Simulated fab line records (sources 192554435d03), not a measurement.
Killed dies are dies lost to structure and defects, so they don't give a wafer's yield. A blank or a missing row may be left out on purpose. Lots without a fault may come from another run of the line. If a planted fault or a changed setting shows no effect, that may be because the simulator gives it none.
Lot-split experiment ; flow n5Finfet ; 21 wafers read across 7 lots, on a route 1938 steps long

ON THE SPLIT
At N5_MOL_CONTACT_COAG_PECVD_31 (deposits SiO2 from TEOS/O2, target thk 46 nm, time 8.9 s), the setting timeS was moved away from the recipe's 8.9 s on 5 of the 21 wafers read, by -12.8% to -5.4%. All remaining wafers had this setting at the recipe value.

FROM THE SPLIT TO THE READING: what the file shows between them, 10 steps
- N5_MOL_CONTACT_COAG_COAT_76: time 60 s, resist thk 10 nm (also split here: spinRpm)
- N5_MOL_CONTACT_COAG_COAT_77: time 60 s, resist thk 10 nm
- N5_MOL_CONTACT_COAG_COAT_78: resist thk 40 nm
- N5_MOL_CONTACT_COAG_DESCUM_88: chemistry O2, time 7 s
- N5_MOL_CONTACT_COAG_ETCH_89: etches underlayer in N2/H2, target depth 13 nm, time 10.4 s
- N5_MOL_CONTACT_COAG_ETCH_90: etches SiARC in CF4, target depth 13 nm, time 21.7 s
- N5_MOL_CONTACT_COAG_ALD_131: deposits SiO2, target thk 5 nm, pulse time 1 s, co reactant pulse time 1 s
- N5_MOL_CONTACT_COAG_ETCHBACK_132: etches SiO2 in CHF3, target depth 10 nm, time 6.7 s
- N5_MOL_CONTACT_COAG_ETCHBACK_135: etches SiO2 in CHF3, target depth 25 nm, time 16.7 s
- N5_MOL_CONTACT_COAG_STRIP_118: strips in CHF3

THE READING
etch.depthNm (the simulator's own value, which no gauge read), in nm, at N5_MOL_CONTACT_COAG_VIA_ETCH_46 (etches SiO2 in C4F6/O2, target depth 46 nm, overetch 9.2 nm, time 40 s). No usual value for it is given in the file. The 16 wafers here that ran the recipe average 45.97 nm, standard deviation 0.63 nm.

wafer;tool, chamber at the split;timeS as run, s;against the recipe;etch.depthNm, nm;against lot-mates on the recipe
L075.3;pecvd-01, 1;8.9;recipe;45.85;-
L075.4;pecvd-01, 1;7.944;-10.7%;42.23;-4.30
L075.6;pecvd-01, 0;8.9;recipe;47.2;-
L078.3;pecvd-01, 2;8.9;recipe;45.64;-
L078.4;pecvd-01, 2;7.765;-12.8%;41.1;-5.22
L078.6;pecvd-01, 0;8.9;recipe;47;-
L079.3;pecvd-02, 2;8.9;recipe;45.14;-
L079.4;pecvd-02, 1,0;8.9;recipe;45.71;-
L079.6;pecvd-02, 1,0;8.9;recipe;45.73;-
L080.1;pecvd-04, 0;8.9;recipe;45.94;-
L080.2;pecvd-04, 2;8.9;recipe;45.59;-
L080.4;pecvd-04, 0;8.9;recipe;46.12;-
L086.2;pecvd-02, 0;8.9;recipe;45.53;-
L086.3;pecvd-02, 2;8.9;recipe;45.3;-
L086.5;pecvd-02, 1;8.9;recipe;46.4;-
L090.1;pecvd-04, 0;8.9;recipe;45.04;-
L090.4;pecvd-04, 2;8.422;-5.4%;43.56;-1.48
L090.6;pecvd-04, 0;8.422;-5.4%;43.91;-1.13
L093.1;pecvd-02, 1;8.244;-7.4%;42.64;-4.05
L093.2;pecvd-02, 2;8.9;recipe;46.62;-
L093.6;pecvd-02, 2;8.9;recipe;46.76;-
Where a row lists several chambers, the file gives one row for several wafers and doesn't say which wafer went through which chamber.

THE FIT
A straight line over all 21 wafers: etch.depthNm changes by +0.385 nm for each +1% of timeS; r = +0.93; the points scatter about the line by 0.6 nm.
The same after taking each lot's own level away (the mean of its wafers on the recipe; 21 wafers): +0.405 nm for each +1%; r = +0.95; scatter 0.54 nm.
The reading moves by 5.2 nm for the largest change in timeS, on that fit.
Measured against the standard deviation above, the lots' own levels, which go from 45.040 to 46.690 nm, span 2.6 times it.
The two slopes are in agreement: the lot-to-lot level therefore moves the slope only a little.
Check: for one of the wafers moved furthest among these (-12.8%), held out of the fit, the line's prediction against its lot-mates is -5.07 nm. It came out at -5.22 nm against them.

OTHER SPLITS APPLIED TO THESE WAFERS
These wafers also went through other splits before the reading. Each is held against what the fit with the lots' levels taken away leaves over:
other split on the same wafers;wafers away from the commonest value;r with etch.depthNm (lot level and that fit taken away)
N5_HKMG_FIN_ETCH_31 biasW;10;-0.07
N5_MOL_CONTACT_COAG_ETCH_105 biasW;6;+0.27
N5_MOL_CONTACT_COAG_COAT_76 spinRpm;8;+0.38

THE WHOLE CHAIN: every reading that the file lists as answering this split, in the file's order
step;what it does;reading;change (the file's fit);r (the file's)
N5_MOL_CONTACT_COAG_PECVD_31;deposits SiO2 from TEOS/O2, target thk 46 nm, time 8.9 s;SiO2_of_MOL_CONTACT_COAG_PECVD_31.thkNm (the simulator's own value, which no gauge read);+0.417 nm for each +1% of the setting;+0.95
N5_MOL_CONTACT_COAG_VIA_ETCH_46;etches SiO2 in C4F6/O2, target depth 46 nm, overetch 9.2 nm, time 40 s;etch.depthNm (the simulator's own value, which no gauge read);+0.414 nm for each +1% of the setting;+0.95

FILE'S OWN FIT
etch.depthNm changes by +0.414 nm for each +1% of timeS, r = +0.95.
